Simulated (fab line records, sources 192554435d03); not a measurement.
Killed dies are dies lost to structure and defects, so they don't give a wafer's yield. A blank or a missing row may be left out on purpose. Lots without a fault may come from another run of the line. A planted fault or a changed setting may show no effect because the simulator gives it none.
Tool commonality check | flow n5_finfet | 9 lots, 27 wafers sampled

WHY IT WAS OPENED
At N5_ILD0_THK_MEAS_13 the reading thk_nm is flagged on 3 of 9 lots. Wafers without a fault read 17.9 nm, standard deviation 1.2.
Rule: a lot is flagged when every wafer of it that has a number lies more than 4 standard deviations from that mean, or none has a number. The other lots count as sound.

lot  | measured    | on            | thk_nm (nm), wafer by wafer | flag
L612 | day 4 19:42 | film_metro-01 | 17.3 17.6 17.6              |
L615 | day 5 06:05 | film_metro-01 | 20.2 18.8 19.7              |
L618 | day 5 21:01 | film_metro-02 | 24.0 24.0 24.0              | FLAGGED
L619 | day 6 03:40 | film_metro-02 | 24.0 24.0 24.0              | FLAGGED
L620 | day 6 13:29 | film_metro-02 | 24.0 24.2 24.1              | FLAGGED
L623 | day 7 09:41 | film_metro-01 | 15.8 17.0 14.3              |
L624 | day 7 17:55 | film_metro-02 | 18.3 20.3 17.6              |
L626 | day 7 22:57 | film_metro-02 | 18.9 17.6 16.4              |
L629 | day 8 19:37 | film_metro-02 | 16.6 16.0 17.7              |
The numbers of the flagged lots are 24.0 nm on average: +6.1 nm against the usual, or +5 standard deviations.

WHICH TOOL RAN EACH LOT
The record holds 3 process steps before the reading, out of a route of 1938 steps. In each cell: the tool, then ch and the chambers that the sampled wafers went through, then the start.
lot  | flag    | N5_SD_EPI_P_ETCH_37               | N5_SD_EPI_P_SD_RECESS_17        | N5_ILD0_CMP_12
L612 |         | rie_diel-02 ch 0,3, day 4 09:00   | rie_si-06 ch 0,2,3, day 4 09:35 | cmp-04 ch 1,2,3, day 4 19:31
L615 |         | rie_diel-02 ch 0,1, day 4 17:32   | rie_si-04 ch 0, day 4 18:07     | cmp-02 ch 2,3, day 5 05:47
L618 | FLAGGED | rie_diel-04 ch 1,2,3, day 5 09:37 | rie_si-04 ch 0,2, day 5 10:13   | cmp-02 ch 0,1, day 5 20:43
L619 | FLAGGED | rie_diel-04 ch 1,2,3, day 5 17:02 | rie_si-06 ch 0,3, day 5 17:38   | cmp-02 ch 0,1,2, day 6 03:23
L620 | FLAGGED | rie_diel-02 ch 0,1, day 6 01:49   | rie_si-06 ch 0,2, day 6 02:25   | cmp-04 ch 0,2, day 6 13:13
L623 |         | rie_diel-06 ch 0,2,3, day 6 22:01 | rie_si-04 ch 0,2, day 6 22:37   | cmp-02 ch 0,1, day 7 09:23
L624 |         | rie_diel-04 ch 0,2,3, day 7 06:25 | rie_si-06 ch 1,3, day 7 07:01   | cmp-02 ch 0,2, day 7 17:37
L626 |         | rie_diel-02 ch 0,2,3, day 7 11:45 | rie_si-06 ch 1,2,3, day 7 12:20 | cmp-04 ch 0,2,3, day 7 22:46
L629 |         | rie_diel-04 ch 0,1,2, day 8 07:49 | rie_si-06 ch 0,2,3, day 8 08:24 | cmp-02 ch 0,1,3, day 8 19:20
What these steps do:
- N5_SD_EPI_P_ETCH_37: etches SOC in N2/H2, overetch 108 nm, time 486 s.
- N5_SD_EPI_P_SD_RECESS_17: chemistry HBr/Cl2/O2, target depth 39.1 nm, bt time 3 s.
- N5_ILD0_CMP_12: polishes SiNx, stops on poly-Si, t overpolish 6 s, target thk 17.67 nm.
- N5_ILD0_THK_MEAS_13

FLAGGED OVER TOTAL, TOOL BY TOOL (the gauges that took the reading come last)
step                     | tool          | lots run | flagged | share of the flagged lots | sound lots run after its first flagged lot
N5_SD_EPI_P_ETCH_37      | rie_diel-02   | 4        | 1       | some                      | 1 (L626)
N5_SD_EPI_P_ETCH_37      | rie_diel-04   | 4        | 2       | some                      | 2 (L624,L629)
N5_SD_EPI_P_ETCH_37      | rie_diel-06   | 1        | 0       | none                      | -
N5_SD_EPI_P_SD_RECESS_17 | rie_si-04     | 3        | 1       | some                      | 1 (L623)
N5_SD_EPI_P_SD_RECESS_17 | rie_si-06     | 6        | 2       | some                      | 3 (L624,L626,L629)
N5_ILD0_CMP_12           | cmp-02        | 6        | 2       | some                      | 3 (L623,L624,L629)
N5_ILD0_CMP_12           | cmp-04        | 3        | 1       | some                      | 1 (L626)
N5_ILD0_THK_MEAS_13      | film_metro-01 | 3        | 0       | none                      | -
N5_ILD0_THK_MEAS_13      | film_metro-02 | 6        | 3       | all                       | 3 (L624,L626,L629)

WHAT THE TABLE ALLOWS
1 row of the table ran every flagged lot: film_metro-02 at N5_ILD0_THK_MEAS_13.
- film_metro-02 at N5_ILD0_THK_MEAS_13: 3 of its 6 lots flagged. Sound lots ran on it after the first flagged one (L624, L626, L629), which a lasting fault on the whole tool wouldn't allow.
No row of the table ran every flagged lot and no sound lot after the first.

WHAT THE SIMULATOR HAD PUT IN
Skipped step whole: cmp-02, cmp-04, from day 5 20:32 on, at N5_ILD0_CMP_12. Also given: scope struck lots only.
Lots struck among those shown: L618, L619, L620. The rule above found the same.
